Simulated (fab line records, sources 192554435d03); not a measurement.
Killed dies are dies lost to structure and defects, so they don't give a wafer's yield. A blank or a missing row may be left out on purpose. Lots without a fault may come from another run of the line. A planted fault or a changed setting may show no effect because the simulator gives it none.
Which tool did it? | flow n5_finfet | 9 lots, 26 wafers sampled, at 6 steps of a route of 1938

WHAT THE GAUGES READ, wafer by wafer
N5_FIN_SAQP_OVL_MEAS_17. Usual: FIN_CORE_OVL 0.0 nm, standard deviation 0.78.
lot  | measured    | on         | FIN_CORE_OVL (nm) | flag
L371 | day 2 03:58 | overlay-02 | 0.9 0.8           |
L376 | day 3 09:49 | overlay-01 | -0.8 0.3 0.5      |
L384 | day 5 09:10 | overlay-02 | 0.3 -0.4 -0.9     |
L385 | day 5 15:28 | overlay-02 | 1.0 0.9 1.6       |
L386 | day 5 21:29 | overlay-02 | 0.5 0.2 0.7       |
L389 | day 6 15:59 | overlay-01 | -0.3 -0.1 -1.4    |
L390 | day 6 22:33 | overlay-01 | 0.1 -0.2 -0.5     |
L391 | day 7 04:13 | overlay-02 | 0.4 -1.1 -0.9     |
L393 | day 7 15:50 | overlay-01 | 0.4 0.3 -0.1      |

N5_FIN_SAQP_CD_MEAS_27: target cd 20 nm. Usual: cd_nm 20.33 nm, standard deviation 0.23.
lot  | measured    | on        | cd_nm (nm)        | flag
L371 | day 2 06:03 | cd_sem-01 | 20.40 20.20       |
L376 | day 3 13:05 | cd_sem-01 | 20.51 20.33 20.30 |
L384 | day 5 11:28 | cd_sem-02 | 20.47 20.14 20.21 |
L385 | day 5 17:47 | cd_sem-01 | 20.48 20.59 20.67 |
L386 | day 5 23:50 | cd_sem-03 | 20.53 20.57 20.41 |
L389 | day 6 18:27 | cd_sem-03 | - - -             | OFF
L390 | day 7 00:40 | cd_sem-02 | - - -             | OFF
L391 | day 7 06:27 | cd_sem-03 | - - -             | OFF
L393 | day 7 18:26 | cd_sem-01 | 20.05 20.28 19.96 |

N5_BEOL_M4_RC_MEAS_101. Usual: DIBL_N 36.1 mV/V, standard deviation 2.3; DIBL_P 36 mV/V, standard deviation 3.2; IOFF_N 0.16 nA/um, standard deviation 0.045; IOFF_P 0.21 nA/um, standard deviation 0.049; ION_N 674 uA/um, standard deviation 14; ION_P 462 uA/um, standard deviation 8.4; SS_N 71.6 mV/dec, standard deviation 0.83; SS_P 73.2 mV/dec, standard deviation 0.87; VT_N 249 mV, standard deviation 3.8; VT_P -250 mV, standard deviation 3.4.
lot  | measured     | on        | DIBL_N (mV/V)  | DIBL_P (mV/V) | IOFF_N (nA/um) | IOFF_P (nA/um) | ION_N (uA/um) | ION_P (uA/um) | SS_N (mV/dec)  | SS_P (mV/dec)  | VT_N (mV)   | VT_P (mV)      | flag
L371 | day 12 07:51 | prober-01 | 33.3 34.5      | 35 36         | 0.12 0.13      | 0.19 0.23      | 655 664       | 460 464       | 70.6 70.5      | 73.0 72.7      | 254 249     | -250 -244      |
L376 | day 12 13:42 | prober-02 | 35.9 31.9 35.3 | 36 31 34      | 0.16 0.10 0.16 | 0.18 0.13 0.17 | 671 663 670   | 449 451 453   | 71.5 69.7 70.8 | 74.0 72.0 72.7 | 248 252 246 | -250 -256 -255 |
L384 | day 15 11:49 | prober-02 | 36.9 38.7 39.8 | 34 37 37      | 0.16 0.19 0.22 | 0.20 0.24 0.24 | 689 693 688   | 470 472 465   | 70.9 71.8 71.8 | 72.9 74.2 73.6 | 249 243 243 | -247 -245 -247 |
L385 | day 15 08:42 | prober-01 | 35.5 37.7 33.9 | 36 38 34      | 0.15 0.20 0.13 | 0.18 0.22 0.16 | 672 686 667   | 457 463 457   | 72.1 71.2 70.4 | 72.9 74.2 72.4 | 249 244 248 | -253 -251 -255 |
L386 | day 14 17:44 | prober-01 | 31.4 37.2 36.4 | 30 36 35      | 0.09 0.19 0.16 | 0.13 0.20 0.19 | 645 672 668   | 446 462 458   | 69.8 71.5 71.4 | 72.4 73.5 73.7 | 255 247 250 | -258 -249 -254 |
L393 | day 17 10:15 | prober-01 | 37.5 40.1 37.4 | 39 42 38      | 0.20 0.24 0.19 | 0.25 0.29 0.24 | 683 679 681   | 463 461 466   | 72.7 72.7 72.0 | 73.3 74.2 73.7 | 246 246 247 | -248 -248 -247 |

WHICH TOOL RAN EACH LOT (tool, then ch and the chambers of the sampled wafers, then the start)
lot  | N5_FIN_SAQP_DESCUM_21             | N5_FIN_SAQP_ETCH_52               | N5_FIN_SAQP_SPACER1_ALD_24
L371 | rie_diel-01 ch 1,3, day 2 04:01   | rie_diel-01 ch 1,3, day 2 04:07   | ald_sin-03 ch 1,2, day 2 05:08
L376 | rie_diel-01 ch 1,2, day 3 09:52   | rie_diel-01 ch 1,2, day 3 09:58   | ald_sin-04 ch 0,3, day 3 12:10
L384 | rie_diel-03 ch 0,2, day 5 09:13   | rie_diel-03 ch 0,2, day 5 09:19   | ald_sin-04 ch 0,2,3, day 5 10:33
L385 | rie_diel-03 ch 0,1,2, day 5 15:31 | rie_diel-03 ch 0,1,2, day 5 15:37 | ald_sin-04 ch 0,1,3, day 5 16:50
L386 | rie_diel-04 ch 1,3, day 5 21:49   | rie_diel-04 ch 1,3, day 5 21:55   | ald_sin-03 ch 0,2,3, day 5 22:55
L389 | rie_diel-01 ch 1,3, day 6 16:02   | rie_diel-01 ch 1,3, day 6 16:08   | ald_sin-04 ch 1,2, day 6 17:32
L390 | rie_diel-04 ch 1,2,3, day 6 22:40 | rie_diel-04 ch 1,2,3, day 6 22:45 | ald_sin-03 ch 1,2,3, day 6 23:45
L391 | rie_diel-03 ch 0,2, day 7 04:24   | rie_diel-03 ch 0,2, day 7 04:29   | ald_sin-03 ch 1,2,3, day 7 05:29
L393 | rie_diel-01 ch 1,2, day 7 16:01   | rie_diel-01 ch 1,2, day 7 16:07   | ald_sin-03 ch 1,2,3, day 7 17:50
- N5_FIN_SAQP_DESCUM_21: chemistry O2, time 7.9 s.
- N5_FIN_SAQP_ETCH_52: etches SOC in N2/H2, target depth 100 nm, overetch 20 nm, time 150 s.
- N5_FIN_SAQP_SPACER1_ALD_24: deposits SiO2, target thk 20.3 nm, pulse time 1 s, purge time 2 s.

WHAT THE TOOLS THEMSELVES READ (means of the sampled wafers that have a number; where no wafer has one, the mark that the record gives instead)
N5_FIN_SAQP_DESCUM_21. Usual: drypump_motor_current_A 5.67 A, standard deviation 0.19; oes_product_au 0.77 a.u., standard deviation 0.073; rf_vpp_V 243.4 V, standard deviation 1.4; showerhead_plenum_p_Torr 2.10 Torr, standard deviation 0.065; throttle_valve_pct 20.48 %, standard deviation 0.27.
lot  | tool        | drypump_motor_current_A (A) | oes_product_au (a.u.) | rf_vpp_V (V) | showerhead_plenum_p_Torr (Torr) | throttle_valve_pct (%) | flag
L371 | rie_diel-01 | 5.69                        | 0.82                  | 244.1        | 2.12                            | 20.18                  |
L376 | rie_diel-01 | 5.58                        | 0.86                  | 245.1        | 2.16                            | 20.39                  |
L384 | rie_diel-03 | 5.84                        | 0.75                  | 243.6        | 2.14                            | 20.44                  |
L385 | rie_diel-03 | 5.75                        | 0.77                  | 243.2        | 2.10                            | 20.53                  |
L386 | rie_diel-04 | 5.45                        | 0.74                  | 244.1        | 2.15                            | 20.78                  |
L389 | rie_diel-01 | 5.67                        | 0.81                  | 244.5        | 2.14                            | 20.24                  |
L390 | rie_diel-04 | 5.50                        | 0.71                  | 242.9        | 2.14                            | 20.66                  |
L391 | rie_diel-03 | 5.81                        | 0.74                  | 244.5        | 2.14                            | 20.44                  |
L393 | rie_diel-01 | 5.58                        | 0.82                  | 243.9        | 2.15                            | 20.46                  |

N5_FIN_SAQP_ETCH_52. Usual: drypump_motor_current_A 5.68 A, standard deviation 0.2; oes_product_au 0.70 a.u., standard deviation 0.059; rf_vpp_V 524.5 V, standard deviation 2.4; showerhead_plenum_p_Torr 2.56 Torr, standard deviation 0.083; throttle_valve_pct 17.95 %, standard deviation 0.22.
lot  | tool        | drypump_motor_current_A (A) | oes_product_au (a.u.) | rf_vpp_V (V) | showerhead_plenum_p_Torr (Torr) | throttle_valve_pct (%) | flag
L371 | rie_diel-01 | 5.71                        | 0.73                  | 525.1        | 2.61                            | 17.79                  |
L376 | rie_diel-01 | 5.58                        | 0.77                  | 528.2        | 2.66                            | 17.96                  |
L384 | rie_diel-03 | 5.83                        | 0.68                  | 526.3        | 2.60                            | 17.77                  |
L385 | rie_diel-03 | 5.76                        | 0.69                  | 524.0        | 2.54                            | 17.80                  |
L386 | rie_diel-04 | 5.47                        | 0.67                  | 525.3        | 2.61                            | 18.19                  |
L389 | rie_diel-01 | 5.66                        | 0.72                  | 526.6        | 2.63                            | 17.85                  |
L390 | rie_diel-04 | 5.51                        | 0.64                  | 526.0        | 2.60                            | 18.14                  |
L391 | rie_diel-03 | 5.82                        | 0.66                  | 525.0        | 2.59                            | 17.79                  |
L393 | rie_diel-01 | 5.57                        | 0.74                  | 526.4        | 2.64                            | 18.02                  |

N5_FIN_SAQP_SPACER1_ALD_24. Usual: chamber_pressure_Torr 2.000 Torr, standard deviation 0.0039; heater_power_w 479 W, standard deviation 48; precursor_pulse_height_rel 1.001, standard deviation 0.019; susceptor_temp_C 300.01 C, standard deviation 0.18.
lot  | tool       | chamber_pressure_Torr (Torr) | heater_power_w (W) | precursor_pulse_height_rel | susceptor_temp_C (C) | flag
L371 | ald_sin-03 | 2.000                        | 470                | 0.998                      | 299.82               |
L376 | ald_sin-04 | 2.003                        | 463                | 1.005                      | 300.06               |
L384 | ald_sin-04 | 2.000                        | 476                | 0.996                      | 300.02               |
L385 | ald_sin-04 | 1.999                        | 493                | 1.003                      | 300.18               |
L386 | ald_sin-03 | 2.001                        | 507                | 1.003                      | 299.92               |
L389 | ald_sin-04 | -                            | -                  | -                          | -                    | OFF
L390 | ald_sin-03 | -                            | -                  | -                          | -                    | OFF
L391 | ald_sin-03 | -                            | -                  | -                          | -                    | OFF
L393 | ald_sin-03 | 2.005                        | 492                | 1.014                      | 300.04               |

THE ANSWER, worked out from the rows above alone
Rule: a lot is off if the mean of its wafers that have a number lies more than 3 standard deviations from the usual mean. A lot without any number at a reading at which 4 lots or more have one is off too. The other lots that the step has rows for count as sound. The gauges are gone through in route order, then the tools' own readings, and for those a lot's mean is taken as printed above. The first step at which some lot is off is used, and at that step the reading that is off furthest; a lot without a number counts as furthest.
Off: L389, L390, L391, at N5_FIN_SAQP_CD_MEAS_27 (cd_nm). Without a number there: L389, L390, L391.
A tool fits if, at a process step before that reading, it ran every lot that is off, and no sound lot after the first of them. The gauges at N5_FIN_SAQP_CD_MEAS_27 aren't tried: what is off there is off at N5_FIN_SAQP_SPACER1_ALD_24 too, on other tools, and a gauge's error can't cause that. None of those tried fits.

WHAT THE SIMULATOR HAD PUT IN
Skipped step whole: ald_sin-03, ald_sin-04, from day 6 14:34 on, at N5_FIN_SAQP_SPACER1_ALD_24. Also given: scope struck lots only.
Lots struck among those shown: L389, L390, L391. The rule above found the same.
